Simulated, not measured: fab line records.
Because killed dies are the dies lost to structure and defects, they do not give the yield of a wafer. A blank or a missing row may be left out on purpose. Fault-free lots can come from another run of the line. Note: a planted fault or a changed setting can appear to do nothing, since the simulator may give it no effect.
What tool caused it? :: flow nand_harc :: 12 lots, 36 wafers sampled, at 7 steps of a route of 1159

## WHAT THE GAUGES READ, wafer by wafer
NHARC_P_STI_INSPECT_11.
lot: L270
measured: day 2 08:30
on: defect_inspect-01
raw_defect_count: 6 3 3

lot: L271
measured: day 2 20:20
on: defect_inspect-02
raw_defect_count: 5 8 3

lot: L273
measured: day 3 05:34
on: defect_inspect-02
raw_defect_count: 4 7 4

lot: L274
measured: day 3 10:58
on: defect_inspect-01
raw_defect_count: 5 2 11

lot: L277
measured: day 4 02:07
on: defect_inspect-01
raw_defect_count: 12 9 7

lot: L278
measured: day 4 11:19
on: defect_inspect-02
raw_defect_count: 3 8 3

lot: L281
measured: day 5 07:11
on: defect_inspect-02
raw_defect_count: 6 8 6

lot: L284
measured: day 5 23:02
on: defect_inspect-02
raw_defect_count: 6 3 4

lot: L287
measured: day 6 17:37
on: defect_inspect-02
raw_defect_count: 9 6 4

lot: L288
measured: day 6 23:19
on: defect_inspect-02
raw_defect_count: 8 4 10

lot: L290
measured: day 7 11:46
on: defect_inspect-01
raw_defect_count: 3 0 5

lot: L293
measured: day 8 02:46
on: defect_inspect-01
raw_defect_count: 1 3 4

NHARC_P_GATE_CD_MEAS_33.
lot: L270
measured: day 4 12:36
on: cd_sem-03
cd_nm (nm): 122.5 120.1 124.3

lot: L271
measured: day 5 00:49
on: cd_sem-02
cd_nm (nm): 120.7 121.4 117.9

lot: L273
measured: day 5 08:10
on: cd_sem-02
cd_nm (nm): 121.9 118.6 121.1

lot: L274
measured: day 6 04:22
on: cd_sem-02
cd_nm (nm): 118.9 121.5 121.8

lot: L277
measured: day 6 15:22
on: cd_sem-01
cd_nm (nm): 118.9 120.5 120.9

lot: L278
measured: day 6 21:40
on: cd_sem-03
cd_nm (nm): 120.1 121.6 119.2

lot: L281
measured: day 7 23:51
on: cd_sem-03
cd_nm (nm): - - -

lot: L284
measured: day 8 00:10
on: cd_sem-03
cd_nm (nm): - - -

lot: L287
measured: day 9 02:04
on: cd_sem-03
cd_nm (nm): 118.0 122.0 120.7

lot: L288
measured: day 9 05:37
on: cd_sem-01
cd_nm (nm): 117.4 119.2 119.5

lot: L290
measured: day 9 18:10
on: cd_sem-03
cd_nm (nm): 124.9 119.4 118.7

lot: L293
measured: day 10 05:19
on: cd_sem-02
cd_nm (nm): 117.1 117.8 119.6

NHARC_P_GATE_INSPECT_68.
lot: L270
measured: day 5 05:52
on: defect_inspect-01
raw_defect_count: 203 116 138

lot: L271
measured: day 5 18:34
on: defect_inspect-02
raw_defect_count: 135 141 187

lot: L273
measured: day 6 01:43
on: defect_inspect-02
raw_defect_count: 172 103 153

lot: L274
measured: day 6 22:01
on: defect_inspect-01
raw_defect_count: 151 104 212

lot: L277
measured: day 7 11:28
on: defect_inspect-01
raw_defect_count: 162 133 311

lot: L278
measured: day 7 16:01
on: defect_inspect-01
raw_defect_count: 216 609 363

lot: L281
measured: day 8 17:37
on: defect_inspect-01
raw_defect_count: 3528 3554 3477

lot: L284
measured: day 8 18:02
on: defect_inspect-01
raw_defect_count: 3759 3839 3569

lot: L287
measured: day 9 20:01
on: defect_inspect-02
raw_defect_count: 203 295 178

lot: L288
measured: day 9 23:09
on: defect_inspect-02
raw_defect_count: 141 136 111

lot: L290
measured: day 10 11:57
on: defect_inspect-02
raw_defect_count: 137 185 115

lot: L293
measured: day 10 22:46
on: defect_inspect-02
raw_defect_count: 230 166 258

NHARC_END_SORT_01.
lot: L281
measured: day 22 21:15
on: prober-01
killed_at_array: 3 1 3
killed_at_other: 0 0 1
killed_at_periphery: 674 676 673
killed_dies: 677 677 677
killed_open: 1 0 1
killed_short: 0 0 0

lot: L284
measured: day 22 13:32
on: prober-01
killed_at_array: 9 4 3
killed_at_other: 0 0 1
killed_at_periphery: 668 673 673
killed_dies: 677 677 677
killed_open: 1 0 0
killed_short: 0 0 1

## WHAT TOOL EACH LOT RAN ON (gives the tool, then ch and the chambers of the sampled wafers, and finally the start)
lot: L270
NHARC_P_GATE_HM_DEP_102: acl_dep-03 ch 0, day 4 10:10
NHARC_P_GATE_ETCH_114: rie_diel-10 ch 1,2, day 4 12:16 or earlier
NHARC_P_GATE_ETCH_32: rie_si-02 ch 0,3, day 4 12:16

lot: L271
NHARC_P_GATE_HM_DEP_102: acl_dep-03 ch 0, day 4 22:43
NHARC_P_GATE_ETCH_114: rie_diel-10 ch 0,1, day 5 00:29 or earlier
NHARC_P_GATE_ETCH_32: rie_si-01 ch 1,2, day 5 00:29

lot: L273
NHARC_P_GATE_HM_DEP_102: acl_dep-02 ch 0, day 5 05:50
NHARC_P_GATE_ETCH_114: rie_diel-10 ch 0,1, day 5 07:50 or earlier
NHARC_P_GATE_ETCH_32: rie_si-06 ch 1,2,3, day 5 07:50

lot: L274
NHARC_P_GATE_HM_DEP_102: acl_dep-02 ch 0, day 6 02:17
NHARC_P_GATE_ETCH_114: rie_diel-04 ch 0,1,3, day 6 04:02 or earlier
NHARC_P_GATE_ETCH_32: rie_si-02 ch 0,3, day 6 04:02

lot: L277
NHARC_P_GATE_HM_DEP_102: acl_dep-02 ch 0, day 6 13:02
NHARC_P_GATE_ETCH_114: rie_diel-04 ch 0,3, day 6 15:01 or earlier
NHARC_P_GATE_ETCH_32: rie_si-02 ch 1,2, day 6 15:01

lot: L278
NHARC_P_GATE_HM_DEP_102: acl_dep-02 ch 0, day 6 19:22
NHARC_P_GATE_ETCH_114: rie_diel-10 ch 0,1,3, day 6 21:19 or earlier
NHARC_P_GATE_ETCH_32: rie_si-02 ch 0,1,3, day 6 21:19

lot: L281
NHARC_P_GATE_HM_DEP_102: acl_dep-03, day 7 21:20
NHARC_P_GATE_ETCH_114: rie_diel-04 ch 1,3, day 7 23:31 or earlier
NHARC_P_GATE_ETCH_32: rie_si-06 ch 0,1, day 7 23:31

lot: L284
NHARC_P_GATE_HM_DEP_102: acl_dep-02, day 7 21:46
NHARC_P_GATE_ETCH_114: rie_diel-04 ch 0,1,3, day 7 23:50 or earlier
NHARC_P_GATE_ETCH_32: rie_si-06 ch 1,2,3, day 7 23:50

lot: L287
NHARC_P_GATE_HM_DEP_102: acl_dep-02 ch 0, day 8 23:39
NHARC_P_GATE_ETCH_114: rie_diel-10 ch 0,2,3, day 9 01:44 or earlier
NHARC_P_GATE_ETCH_32: rie_si-06 ch 0,1,3, day 9 01:44

lot: L288
NHARC_P_GATE_HM_DEP_102: acl_dep-03 ch 0, day 9 03:18
NHARC_P_GATE_ETCH_114: rie_diel-04 ch 0,2,3, day 9 05:17 or earlier
NHARC_P_GATE_ETCH_32: rie_si-02 ch 0,2,3, day 9 05:17

lot: L290
NHARC_P_GATE_HM_DEP_102: acl_dep-01 ch 0, day 9 15:49
NHARC_P_GATE_ETCH_114: rie_diel-04 ch 0,2,3, day 9 17:47 or earlier
NHARC_P_GATE_ETCH_32: rie_si-06 ch 1,2,3, day 9 17:47

lot: L293
NHARC_P_GATE_HM_DEP_102: acl_dep-02 ch 0, day 10 02:44
NHARC_P_GATE_ETCH_114: rie_diel-04 ch 0,2,3, day 10 04:59 or earlier
NHARC_P_GATE_ETCH_32: rie_si-02 ch 1,2,3, day 10 04:59
- NHARC_P_GATE_HM_DEP_102: deposits aC, target thk 120 nm.
- NHARC_P_GATE_ETCH_114: etches the open film in CF4/O2, target depth 30 nm, overetch 3 nm, time 16.5 s.
- NHARC_P_GATE_ETCH_32: etches the open film in HBr/Cl2, target depth 150 nm, time 100.1 s.

## AS READ BY THE TOOLS THEMSELVES (means over the sampled wafers that have a number; for cases with no such wafer, the mark the record gives instead)
NHARC_P_GATE_HM_DEP_102.
lot: L270
tool: acl_dep-03
susceptor_temp_C (C): -
throttle_valve_pct (%): 35.003

lot: L271
tool: acl_dep-03
susceptor_temp_C (C): 399.91
throttle_valve_pct (%): 34.997

lot: L273
tool: acl_dep-02
susceptor_temp_C (C): 400.06
throttle_valve_pct (%): 35.007

lot: L274
tool: acl_dep-02
susceptor_temp_C (C): 399.91
throttle_valve_pct (%): 35.004

lot: L277
tool: acl_dep-02
susceptor_temp_C (C): 400.00
throttle_valve_pct (%): 34.993

lot: L278
tool: acl_dep-02
susceptor_temp_C (C): -
throttle_valve_pct (%): 34.999

lot: L281
tool: acl_dep-03
susceptor_temp_C (C): -
throttle_valve_pct (%): -

lot: L284
tool: acl_dep-02
susceptor_temp_C (C): -
throttle_valve_pct (%): -

lot: L287
tool: acl_dep-02
susceptor_temp_C (C): -
throttle_valve_pct (%): 34.998

lot: L288
tool: acl_dep-03
susceptor_temp_C (C): -
throttle_valve_pct (%): 35.001

lot: L290
tool: acl_dep-01
susceptor_temp_C (C): 399.68
throttle_valve_pct (%): 35.008

lot: L293
tool: acl_dep-02
susceptor_temp_C (C): 400.23
throttle_valve_pct (%): 34.996

NHARC_P_GATE_ETCH_114.
lot: L270
tool: rie_diel-10
cf4_flow_sccm (sccm): 79.89
drypump_motor_current_A (A): 5.6
oes_product_au (a.u.): 0.998
rf_vpp_V (V): 196.6
showerhead_plenum_p_Torr (Torr): 1.30
throttle_valve_pct (%): 13.394

lot: L271
tool: rie_diel-10
cf4_flow_sccm (sccm): 79.84
drypump_motor_current_A (A): 5.3
oes_product_au (a.u.): 1.000
rf_vpp_V (V): 196.4
showerhead_plenum_p_Torr (Torr): 1.25
throttle_valve_pct (%): 13.399

lot: L273
tool: rie_diel-10
cf4_flow_sccm (sccm): 79.82
drypump_motor_current_A (A): 5.3
oes_product_au (a.u.): 0.999
rf_vpp_V (V): 195.4
showerhead_plenum_p_Torr (Torr): 1.25
throttle_valve_pct (%): 13.395

lot: L274
tool: rie_diel-04
cf4_flow_sccm (sccm): 79.77
drypump_motor_current_A (A): 5.5
oes_product_au (a.u.): 1.010
rf_vpp_V (V): 199.2
showerhead_plenum_p_Torr (Torr): 1.38
throttle_valve_pct (%): 13.414

lot: L277
tool: rie_diel-04
cf4_flow_sccm (sccm): 80.00
drypump_motor_current_A (A): 5.6
oes_product_au (a.u.): 1.007
rf_vpp_V (V): 198.9
showerhead_plenum_p_Torr (Torr): 1.40
throttle_valve_pct (%): 13.400

lot: L278
tool: rie_diel-10
cf4_flow_sccm (sccm): 79.88
drypump_motor_current_A (A): 5.3
oes_product_au (a.u.): 1.000
rf_vpp_V (V): 197.8
showerhead_plenum_p_Torr (Torr): 1.30
throttle_valve_pct (%): 13.394

lot: L281
tool: rie_diel-04
cf4_flow_sccm (sccm): 79.85
drypump_motor_current_A (A): 5.6
oes_product_au (a.u.): 0.997
rf_vpp_V (V): 198.6
showerhead_plenum_p_Torr (Torr): 1.36
throttle_valve_pct (%): 13.409

lot: L284
tool: rie_diel-04
cf4_flow_sccm (sccm): 80.04
drypump_motor_current_A (A): 5.5
oes_product_au (a.u.): 0.994
rf_vpp_V (V): 198.4
showerhead_plenum_p_Torr (Torr): 1.38
throttle_valve_pct (%): 13.394

lot: L287
tool: rie_diel-10
cf4_flow_sccm (sccm): 80.05
drypump_motor_current_A (A): 5.5
oes_product_au (a.u.): 0.997
rf_vpp_V (V): 198.6
showerhead_plenum_p_Torr (Torr): 1.36
throttle_valve_pct (%): 13.405

lot: L288
tool: rie_diel-04
cf4_flow_sccm (sccm): 79.74
drypump_motor_current_A (A): 5.8
oes_product_au (a.u.): 1.002
rf_vpp_V (V): 198.6
showerhead_plenum_p_Torr (Torr): 1.36
throttle_valve_pct (%): 13.391

lot: L290
tool: rie_diel-04
cf4_flow_sccm (sccm): 80.09
drypump_motor_current_A (A): 5.8
oes_product_au (a.u.): 0.999
rf_vpp_V (V): 198.5
showerhead_plenum_p_Torr (Torr): 1.36
throttle_valve_pct (%): 13.405

lot: L293
tool: rie_diel-04
cf4_flow_sccm (sccm): 79.98
drypump_motor_current_A (A): 5.8
oes_product_au (a.u.): 1.003
rf_vpp_V (V): 198.3
showerhead_plenum_p_Torr (Torr): 1.36
throttle_valve_pct (%): 13.394

NHARC_P_GATE_ETCH_32.
lot: L270
tool: rie_si-02
drypump_motor_current_A (A): 5.4
oes_product_au (a.u.): 1.000
throttle_valve_pct (%): 26.398

lot: L271
tool: rie_si-01
drypump_motor_current_A (A): 5.3
oes_product_au (a.u.): 0.989
throttle_valve_pct (%): 26.406

lot: L273
tool: rie_si-06
drypump_motor_current_A (A): 5.6
oes_product_au (a.u.): 0.994
throttle_valve_pct (%): 26.406

lot: L274
tool: rie_si-02
drypump_motor_current_A (A): 5.4
oes_product_au (a.u.): 0.998
throttle_valve_pct (%): 26.407

lot: L277
tool: rie_si-02
drypump_motor_current_A (A): 6.2
oes_product_au (a.u.): 1.000
throttle_valve_pct (%): 26.404

lot: L278
tool: rie_si-02
drypump_motor_current_A (A): 5.8
oes_product_au (a.u.): 1.000
throttle_valve_pct (%): 26.407

lot: L281
tool: rie_si-06
drypump_motor_current_A (A): 6.2
oes_product_au (a.u.): 1.002
throttle_valve_pct (%): 26.407

lot: L284
tool: rie_si-06
drypump_motor_current_A (A): 5.6
oes_product_au (a.u.): 0.997
throttle_valve_pct (%): 26.406

lot: L287
tool: rie_si-06
drypump_motor_current_A (A): 5.8
oes_product_au (a.u.): 1.002
throttle_valve_pct (%): 26.402

lot: L288
tool: rie_si-02
drypump_motor_current_A (A): 5.6
oes_product_au (a.u.): 1.009
throttle_valve_pct (%): 26.406

lot: L290
tool: rie_si-06
drypump_motor_current_A (A): 5.6
oes_product_au (a.u.): 1.001
throttle_valve_pct (%): 26.414

lot: L293
tool: rie_si-02
drypump_motor_current_A (A): 6.0
oes_product_au (a.u.): 1.000
throttle_valve_pct (%): 26.409

## THE ANSWER, worked out from the rows above alone
Rule: usual is defined by the lots themselves. The widest of any qualifying gaps counts: lots, ordered by their means at a reading, are off when they make up no more than a third of the lots, leave a main group of 4 or more, and stand apart from it by 3 or more times the standard deviation of that group's means. The tables above print the reading to a certain number of digits; a main group whose means all agree to those digits is not used. Also off: a lot with no number at a reading for which 4 or more lots have one. Where the step has rows for the other lots, those lots are counted as sound. The gauges are gone through in route order, then the tools' own readings, and for those a lot's mean is taken as printed above. The first step at which some lot is off is used, and at that step the reading that is off furthest; a lot without a number counts as furthest.
Off: L281, L284, at NHARC_P_GATE_CD_MEAS_33 (cd_nm). Without a number there: L281, L284. The main group has a mean of 120.2 nm with a standard deviation of 1.1.
If a tool, at a process step before that reading, ran all the lots that are off and no sound lot after the first of them, it fits. The gauges at NHARC_P_GATE_CD_MEAS_33 aren't tried: what is off there is off at NHARC_P_GATE_INSPECT_68 too, on other tools, and a gauge's error can't cause that. Because NHARC_P_GATE_ETCH_114 lacks a start for some lots, the hours and order of its lots are taken from NHARC_P_GATE_ETCH_32. Of those tried, none fits.

## WHAT THE SIMULATOR HAD INSERTED
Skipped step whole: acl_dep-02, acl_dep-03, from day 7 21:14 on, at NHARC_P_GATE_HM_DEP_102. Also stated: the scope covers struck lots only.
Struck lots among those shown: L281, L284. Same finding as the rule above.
